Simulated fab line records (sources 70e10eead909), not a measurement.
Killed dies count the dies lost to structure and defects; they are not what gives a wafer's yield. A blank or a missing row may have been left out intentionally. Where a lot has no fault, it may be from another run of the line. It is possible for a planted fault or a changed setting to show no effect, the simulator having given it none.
Chamber matching | flow nand harc | NHARC_P_STI_ETCH_15 on rie si-01 has 4 sister chambers
The step etches the open film in HBr/Cl2, target depth 300 nm, time 100.1 s. 4 wafers are shown with their chamber, then 8 later ones without.

## WAFERS, EACH WITH ITS CHAMBER
wafer  | chamber | drypump motor current A (A)
L082.1 | 1       | 5.1
L084.1 | 3       | 5.9
L084.3 | 0       | 5.7
L086.1 | 2       | 4.9

## WAFERS WITH NO CHAMBER GIVEN
wafer  | drypump motor current A (A)
L086.5 | 5.1
L086.6 | 4.9
L091.1 | 5.6
L091.2 | 5.1
L091.3 | 4.8
L095.3 | 4.8
L095.4 | 5.6
L095.6 | 4.8

## CHAMBER TAKEN BY EACH
wafer  | from the rows above | in truth
L086.5 | 1                   | 1
L086.6 | 2                   | 2
L091.1 | 0                   | 0
L091.2 | 1                   | 1
L091.3 | 2                   | 2
L095.3 | 2                   | 2
L095.4 | 0                   | 0
L095.6 | 2                   | 2
Placed correctly: 8 of 8. Left unplaced by these rows: 0. Number placed wrongly: 0.
How it was worked out, from the rows above alone: a wafer's distance from a chamber is the root of the sum, over the readings, of the square of ((its reading less the chamber's mean) divided by the reading's scatter). If the next closest chamber is less than 2 further off than the closest, the wafer can't be placed; otherwise it belongs to the closest. Each chamber's mean is taken over the wafers shown for it. The scatter: root of mean squared gap, hidden wafer to nearest shown wafer, with one shown wafer a chamber.
